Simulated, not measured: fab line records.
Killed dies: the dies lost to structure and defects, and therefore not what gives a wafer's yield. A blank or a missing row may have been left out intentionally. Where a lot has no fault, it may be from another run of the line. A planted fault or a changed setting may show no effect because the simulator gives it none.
Chamber matching -- flow nand_harc -- NHARC_P_M1_DESCUM_14 on rie_diel-07 has 4 sister chambers
The step chemistry O2, time 3 s. 14 wafers are shown with their chamber, then 7 later ones without.

== EACH WAFER AND ITS CHAMBER ==
wafer,chamber,drypump_motor_current_A (A),oes_product_au (a.u.),throttle_valve_pct (%)
L077.2,3,6.3,1.008,11.299
L077.4,0,5.6,0.997,11.330
L077.6,2,6.0,1.005,11.306
L078.1,1,6.0,1.001,11.295
L078.2,0,5.6,1.011,11.327
L078.4,3,6.3,1.013,11.316
L079.1,2,6.1,1.003,11.314
L079.3,0,5.6,1.005,11.306
L079.6,3,6.3,1.018,11.301
L082.1,0,5.6,1.013,11.328
L082.3,2,6.1,0.984,11.316
L082.4,3,6.3,1.004,11.310
L084.1,3,6.3,1.013,11.309
L084.2,1,6.0,1.002,11.322

SIGNATURES (averages over the wafers above)
reading,chamber 0,chamber 1,chamber 2,chamber 3,scatter within a chamber
drypump_motor_current_A,5.600,6.000,6.067,6.300,0.0258
oes_product_au,1.00650,1.00150,0.99733,1.01120,0.00734
throttle_valve_pct,11.32275,11.30850,11.31200,11.30700,0.00997
Rule: distance of a wafer from a chamber = root of the sum over the readings of ((wafer's reading minus chamber's mean) / reading's scatter) squared. The wafer belongs to the nearest chamber; if the next one is less than 2 further off, it can't be placed. The scatter is the square root of a quotient: the sum, over the shown wafers, of each reading's squared deviation from its chamber's mean, divided by wafers minus chambers.

== WAFERS WITHOUT THEIR CHAMBER ==
wafer,drypump_motor_current_A (A),oes_product_au (a.u.),throttle_valve_pct (%)
L084.6,5.6,1.000,11.302
L092.2,6.1,0.982,11.307
L092.4,5.6,0.990,11.302
L092.5,6.3,0.999,11.313
L094.1,6.3,0.995,11.302
L094.3,5.6,0.972,11.293
L094.5,5.9,0.998,11.306

== WHICH CHAMBER EACH ONE RAN IN ==
wafer,from the rows above,in truth
L084.6,0,0
L092.2,2,2
L092.4,0,0
L092.5,3,3
L094.1,3,3
L094.3,0,0
L094.5,1,1
Correct placement for 7 of the 7. Number that these rows cannot place: 0. Number placed wrongly: 0.
